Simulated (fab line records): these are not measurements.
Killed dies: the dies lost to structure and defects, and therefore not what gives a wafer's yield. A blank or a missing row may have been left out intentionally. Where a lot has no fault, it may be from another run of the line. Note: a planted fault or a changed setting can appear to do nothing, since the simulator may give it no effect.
Comparing a struck lot with a sound one / flow n5Finfet / 20 out of 1938 route steps
Sound: these wafers, L985.2, L985.3, L985.5. Wafers L988.1, L988.5, L988.6 were the ones struck. The cause is given at the end.
For every step that has rows: the tool of each side, followed by ch and its chambers, followed by its first start. Under that, the readings that differ: sound wafers / struck wafers / difference of the means / sigmas: that difference in standard deviations of wafers without a fault.
alike: readings with means less than 2 such deviations apart, plus words and numbers identical on both sides. not compared: withheld readings, readings lacking a value on some wafer, bounds such as >300 that could conceal the same value, and numbers that have no deviation in the record and whose values overlap.
A row with sigmas, a row that says differs or no value, or rows on one side alone: a step with any of these is where the two part. When numbers do not overlap yet have no deviation, they are printed without sigmas and do not part them. A reading missing from all wafers of one side parts the sides only when that side holds two or more wafers.

N5_BEOL_M1_RS_MEAS_58: the measuring method here is four-point-probe.
  sound on filmMetro-01 at day 7 05:05; struck on filmMetro-02 at day 8 08:45
  alike: M1_RS
N5_BEOL_M1_INSPECT_59: inspects for defects (darkfield).
  sound on defectInspect-02 at day 7 05:07; struck on defectInspect-02 at day 8 08:47
  alike: rawDefectCount
N5_BEOL_M2_ILD_DEP_00: deposits SiOC from DEMS/O2, target thk 79 nm, time 15.3 s.
  sound on pecvd-03 ch 1,2, day 7 05:10; struck on pecvd-02 ch 1,2, day 8 08:49
  alike: heaterPowerW, showerheadPlenumPTorr, throttleValvePct
  not compared: sinceWetCleanH
N5_BEOL_M2_THK_MEAS_01:
  sound on filmMetro-01 at day 7 05:14; struck on filmMetro-02 at day 8 08:54
  alike: M2_ILD_THK
N5_BEOL_M2_PECVD_72: deposits SiO2 from TEOS/O2, target thk 16 nm, time 18 s.
  sound on pecvd-02 ch 0,1, day 7 05:16; struck on pecvd-01 ch 1,2, day 8 08:56
  alike: heaterPowerW, showerheadPlenumPTorr, throttleValvePct
  not compared: sinceWetCleanH
N5_BEOL_M2_HM_DEP_02: deposits TiN, target thk 20 nm.
  sound on pvdSputter-03 at day 7 05:40; struck on pvdSputter-02 at day 8 11:14
  alike: throttleValvePct
then, 6 steps without rows for these wafers: N5_BEOL_M2_COAT_61 (time 60 s, resist thk 60 nm); N5_BEOL_M2_COAT_62 (time 60 s, resist thk 12 nm); N5_BEOL_M2_COAT_73 (time 60 s, resist thk 5 nm); N5_BEOL_M2_COAT_05 (resist thk 30 nm); N5_BEOL_M2_EBR_07; N5_BEOL_M2_SOFTBAKE_06 (time 60 s).
N5_BEOL_M2_EXPOSE_08: exposes mask M2.
  sound on euvScanner-01 ch 0, day 7 06:04; struck on euvScanner-02 ch 0, day 8 11:31
reading=model.BEOL_M2.overlayXNm (nm); sound=0 0 0; struck=8.6 8.6 8.6; difference=+8.6; sigmas=
  alike: mask
then, 2 steps without rows for these wafers: N5_BEOL_M2_PEB_09 (peb time 60 s); N5_BEOL_M2_DEVELOP_10 (develop time 30 s).
N5_BEOL_M2_CD_MEAS_11 targets a cd of 16.79 nm.
  sound on cdSem-01 ch 0, day 7 06:11; struck on cdSem-03 ch 0, day 8 11:38
  alike: cdNm
N5_BEOL_M2_OVL_MEAS_12:
  sound on overlay-02 ch 0, day 7 06:13; struck on overlay-01 ch 0, day 8 11:40
reading=M2_OVL (nm); sound=-0.3 -0.5 0.1; struck=9.2 9.0 9.1; difference=+9.3; sigmas=+15
N5_BEOL_M2_INSPECT_13: inspects for defects (brightfield).
  sound on defectInspect-01 at day 7 06:16; struck on defectInspect-02 at day 8 11:44
  alike: rawDefectCount
N5_BEOL_M4_RC_MEAS_101:
  sound on prober-01 ch 0, day 8 09:34; struck on prober-02 ch 0, day 10 07:35
reading=DIBL_P (mV/V); sound=36.6 37.0 38.4; struck=33.3 34.9 32.2; difference=-3.9; sigmas=-2
  alike: DIBL_N, IOFF_N, IOFF_P, ION_N, ION_P, SS_N, SS_P, VT_N, VT_P
-- the record jumps here: 4 days lie between the struck wafers' starts before and after (it left off in module BEOL_M4 and takes up again in module PASSIVATION, whose first step shown is number 1936 of the route) --
N5_PASSIVATION_PROBE_49:
  only the struck wafers here have rows in the record (prober-01, day 14 13:55); the sound ones have none

## WHERE THEY PART
At N5_BEOL_M2_OVL_MEAS_12 first; at N5_PASSIVATION_PROBE_49 last (within this record only).

WHY: what had been put in by the simulator
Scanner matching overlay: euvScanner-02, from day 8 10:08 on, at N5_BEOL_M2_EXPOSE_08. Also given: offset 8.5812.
